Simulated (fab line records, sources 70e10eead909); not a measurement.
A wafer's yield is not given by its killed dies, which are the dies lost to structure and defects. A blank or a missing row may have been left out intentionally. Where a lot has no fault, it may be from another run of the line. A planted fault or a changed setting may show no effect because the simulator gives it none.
fab line records    flow nandHarc    part 2 of 2: steps 25 to 30 of 30
[record] lots = 5  wafers = 15  lastDay = 23
route steps=1159 shown A_SGD_CUT@766 A_SLIT@779
lots that met no fault: from a run of the same line without faults
startH: hours from the record's opening day to when the first of the lot's shown wafers began    waitH: how many hours have passed since the lot's step before this one    " same as the row above    L1.1+2: a row that stands for several wafers    - no value present, or no start provided    * or withheld: withheld    < > ~ a bound
route shown NAME@n: a module of which the file shows steps, and the number in the route of the first    usual: average and standard deviation across the fault-free wafers    same: alike in all rows    chamber/n: place in a boat    sites: readings site by site    _std_site: the values' standard deviation    _edge_site: outer sites' mean less inner sites'    radiusMm: for every site, how far away it sits from the centre of the wafer    mask NAME#n: copy n    behind: the tool/chamber that last shaped the wafer    hold: what put the lot on hold/how long, in hours/how the hold closed    device: which transistor (n, p or np) failed to switch    end of line: the same wafers' tests at the end of the route    a step without rows: its recipe alone    killed: dies lost to structure and defects at the first sort, not the wafer's yield    map: shows each die of a wafer: x if killed, . if not, _ if none is there
set.NAME: the setting the step ran with; set.NAME@STEP: the setting that earlier step ran with    model.NAME: the simulator's own value behind a step, which no gauge read
lots seen at some steps along the route; tables by step, rows by wafer
services: a tool's chamber out of use, with start hour (startH, from the record's first day; less than 0 if before it), hours out, and reason
[[steps]]
[step NHARC_A_SLIT_CD_MEAS_09]
[recipe] targetCdNm = 300  landingEnergyEv = 500
[usual] cdNm = 299.8/0.44
lot.wafer  tool      chamber  startH  waitH  cdNm
L083.2     cdSem-03  0        381.12  -      299.9
L083.3     "         0        "       "      300.2
L083.4     "         0        "       "      300.3
L084.4     cdSem-02  0        381.52  -      299.1
L084.5     "         0        "       "      299.6
L084.6     "         0        "       "      299.6
L085.2     cdSem-01  0        394.81  -      299.4
L085.4     "         0        "       "      300.1
L085.5     "         0        "       "      299.9
L086.3     cdSem-01  0        395.94  -      300.7
L086.4     "         0        "       "      300.2
L086.5     "         0        "       "      300.0
L090.1     cdSem-03  0        428.70  -      299.6
L090.2     "         0        "       "      299.7
L090.5     "         0        "       "      299.8
[step NHARC_A_SLIT_OVL_MEAS_10]
[usual] overlayXNm = 0.0/0.68  overlayYNm = 0.0/0.97
lot.wafer  tool        chamber  startH  waitH  overlayXNm  overlayYNm
L083.2     overlay-01  -        381.20  -      0.8         -1.9
L083.3     "           -        "       "      1.5         -1.9
L083.4     "           -        "       "      1.5         -1.1
L084.4     overlay-02  -        381.61  -      1.5         0.1
L084.5     "           -        "       "      1.1         -0.3
L084.6     "           -        "       "      1.5         -0.8
L085.2     overlay-01  -        394.90  -      0.5         0.2
L085.4     "           -        "       "      0.7         0.0
L085.5     "           -        "       "      0.1         -0.6
L086.3     overlay-02  -        396.02  -      -0.4        0.2
L086.4     "           -        "       "      0.2         0.0
L086.5     "           -        "       "      0.2         -0.1
L090.1     overlay-01  -        428.80  -      0.2         1.1
L090.2     "           -        "       "      0.2         1.4
L090.5     "           -        "       "      0.7         1.4
[step NHARC_A_SLIT_INSPECT_11]
[usual] rawDefectCount = 19/8
lot.wafer  tool              chamber  startH  waitH  rawDefectCount
L083.2     defectInspect-01  -        381.24  0.0    23
L083.3     "                 -        "       "      23
L083.4     "                 -        "       "      29
L084.4     defectInspect-01  -        381.64  0.0    9
L084.5     "                 -        "       "      17
L084.6     "                 -        "       "      12
L085.2     defectInspect-01  -        394.94  0.0    24
L085.4     "                 -        "       "      29
L085.5     "                 -        "       "      24
L086.3     defectInspect-01  -        396.06  0.0    23
L086.4     "                 -        "       "      24
L086.5     "                 -        "       "      17
L090.1     defectInspect-01  -        428.84  0.0    33
L090.2     "                 -        "       "      34
L090.5     "                 -        "       "      35
[step NHARC_A_SLIT_DESCUM_14]
[recipe] timeS = 3  o2FlowSccm = 200  arFlowSccm = 0  biasPowerW = 0  chemistry = O2
[usual] chamberPressureMTorr = 60.01/0.055  drypumpMotorCurrentA = 5.8/0.64  oesProductAu = 1.000/0.0077  rfVppV = 57.8/0.84  showerheadPlenumPTorr = 1.92/0.064  throttleValvePct = 11.311/0.0085
lot.wafer  tool        chamber  startH  waitH  chamberPressureMTorr  drypumpMotorCurrentA  oesProductAu  rfHoursCounterH  rfVppV  showerheadPlenumPTorr  throttleValvePct
L083.2     rieDiel-10  2        381.30  0.1    60.03                 5.1                   1.002         1                59.2    1.89                   11.303
L083.4     "           3        "       "      59.97                 6.8                   0.987         1                57.7    1.84                   11.313
L083.3     "           1        "       "      60.00                 5.3                   0.997         1                57.8    1.94                   11.319
L084.4     rieDiel-06  0        381.70  0.1    60.00                 6.3                   0.996         10               58.0    1.97                   11.316
L084.6     "           0        "       "      59.92                 6.3                   0.987         -                58.5    1.97                   11.300
L084.5     "           1        "       "      59.98                 4.8                   1.013         -                58.5    1.94                   11.299
L085.4     rieDiel-10  2        395.00  0.1    59.99                 5.1                   0.997         1                57.8    1.89                   11.296
L085.2     "           0        "       "      59.97                 5.6                   0.996         2                58.2    1.89                   11.325
L085.5     "           2        "       "      59.99                 5.1                   0.994         -                58.4    1.89                   11.297
L086.4     rieDiel-10  0        396.12  0.1    60.04                 5.6                   1.000         2                57.5    1.89                   11.310
L086.3     "           2        "       "      59.97                 5.1                   0.998         2                59.0    1.89                   11.317
L086.5     "           0        "       "      60.03                 5.7                   1.005         -                56.7    1.89                   11.319
L090.2     rieDiel-10  3        428.90  0.1    60.02                 6.8                   0.995         4                57.7    1.84                   11.317
L090.1     "           0        "       "      60.04                 5.6                   1.001         5                56.1    1.89                   11.308
L090.5     "           3        "       "      59.93                 6.8                   0.994         -                58.5    1.84                   11.310
[step NHARC_A_SLIT_ETCH_24]
[recipe] targetDepthA = 1210  timeS = 60.5  cf4FlowSccm = 100  chf3FlowSccm = 30  arFlowSccm = 0  rfW = 500  biasW = 200  chemistry = CF4/CHF3
[usual] chamberPressureMTorr = 24.997/0.022  drypumpMotorCurrentA = 5.8/0.63  oesProductAu = 0.965/0.015  rfVppV = 370.7/1.9  showerheadPlenumPTorr = 1.58/0.05  throttleValvePct = 16.801/0.0093
lot.wafer  tool        chamber  startH  waitH  chamberPressureMTorr  drypumpMotorCurrentA  oesProductAu  rfHoursCounterH  rfVppV  showerheadPlenumPTorr  throttleValvePct
L083.4     rieDiel-10  3        381.38  0.1    24.997                6.8                   0.960         1                368.1   1.52                   16.800
L083.2     "           0        "       "      25.004                5.6                   0.979         1                370.0   1.55                   16.796
L083.3     "           1        "       "      25.009                5.3                   0.974         1                371.5   1.60                   16.801
L084.4     rieDiel-06  1        381.80  0.1    24.976                4.8                   0.965         10               371.9   1.59                   16.802
L084.6     "           3        "       "      25.018                6.7                   0.979         -                368.6   1.52                   16.793
L084.5     "           0        "       "      24.952                6.4                   0.959         -                372.4   1.62                   16.811
L085.4     rieDiel-10  3        395.09  0.1    25.005                6.8                   0.960         1                367.5   1.52                   16.811
L085.2     "           0        "       "      24.970                5.7                   0.981         2                370.8   1.55                   16.805
L085.5     "           3        "       "      24.986                6.8                   0.961         -                369.4   1.52                   16.805
L086.3     rieDiel-10  3        396.20  0.1    25.016                6.8                   0.950         2                368.6   1.52                   16.799
L086.4     "           0        "       "      25.018                5.6                   0.965         2                368.3   1.55                   16.804
L086.5     "           3        "       "      25.008                6.8                   0.949         -                369.2   1.52                   16.803
L090.2     rieDiel-10  1        428.99  0.1    25.006                5.3                   0.976         4                371.7   1.60                   16.794
L090.1     "           0        "       "      25.008                5.6                   0.967         5                370.2   1.55                   16.793
L090.5     "           2        "       "      25.005                5.1                   0.974         -                368.2   1.56                   16.808
[step NHARC_A_SLIT_ETCH_15]
[recipe] targetDepthA = 32000  overEtchFrac = 0.3  timeS = 832  ionEnergyEv = 150  o2FlowSccm = 400  cosFlowSccm = 20  arFlowSccm = 0  rfW = 500  biasW = 300  chemistry = O2/COS
[usual] chamberPressureMTorr = 20.002/0.019  drypumpMotorCurrentA = 5.8/0.62  oesProductAu = 1.000/0.0087  rfVppV = 314.3/1.5  showerheadPlenumPTorr = 3.13/0.099  throttleValvePct = 28.329/0.0085
lot.wafer  tool        chamber  startH  waitH  chamberPressureMTorr  drypumpMotorCurrentA  oesProductAu  rfHoursCounterH  rfVppV  showerheadPlenumPTorr  throttleValvePct
L083.2     rieDiel-10  0        -       -      20.044                5.6                   0.995         1                313.6   3.08                   28.323
L083.3     "           2        "       "      19.978                5.1                   0.993         1                313.7   3.09                   28.335
L083.4     "           3        "       "      20.004                6.8                   1.007         1                312.5   3.01                   28.331
L084.4     rieDiel-06  1        -       -      20.017                4.8                   1.013         10               315.8   3.16                   28.319
L084.6     "           3        "       "      19.953                6.7                   1.011         -                313.5   3.02                   28.338
L084.5     "           0        "       "      19.981                6.4                   0.992         -                315.4   3.21                   28.338
L085.4     rieDiel-10  2        -       -      19.987                5.1                   0.993         1                315.2   3.09                   28.320
L085.2     "           1        "       "      19.999                5.3                   0.981         1                315.5   3.17                   28.320
L085.5     "           2        "       "      20.022                5.1                   1.004         -                314.4   3.09                   28.338
L086.3     rieDiel-10  2        -       -      19.999                5.1                   0.996         2                313.6   3.09                   28.334
L086.4     "           3        "       "      20.019                6.8                   0.993         2                313.3   3.01                   28.332
L086.5     "           2        "       "      20.003                5.1                   0.994         -                313.8   3.09                   28.338
L090.1     rieDiel-10  0        -       -      20.009                5.6                   0.990         5                314.5   3.08                   28.325
L090.2     "           1        "       "      20.020                5.3                   0.979         4                315.1   3.17                   28.325
L090.5     "           0        "       "      19.991                5.7                   0.998         -                314.2   3.08                   28.328
[[services]]
tool            chamber  startH  hours  kind
aclDep-02       -        352.99  13.0   pm
rieDiel-10      -        353.50  9.0    pm
rieDiel-06      1        355.87  3.0    repair
cmp-04          -        358.03  0.8    repair
cmp-02          -        358.75  1.1    repair
fcvd-02         1        363.96  4.2    repair
pecvd-02        -        366.19  2.1    repair
rieDiel-10      3        366.52  8.9    repair
cmp-01          -        367.05  1.0    repair
rieDiel-10      1        370.01  2.3    repair
cmp-01          -        375.53  4.0    pm
fcvd-02         -        376.00  13.0   pm
rieDiel-08      2        381.32  13.8   repair
fcvd-02         -        389.41  1.8    repair
wetBench-03     -        395.26  1.9    repair
arfiScanner-01  -        397.82  4.0    pm
rieDiel-06      2        400.48  4.6    repair
cmp-04          -        400.92  4.0    pm
furnace-05      -        404.00  26.0   pm
rieDiel-08      -        413.72  0.9    repair
rieDiel-06      -        418.20  9.0    pm
fcvd-01         -        421.28  1.2    repair
pecvd-01        -        427.39  13.0   pm
arfiScanner-02  -        428.00  4.0    pm
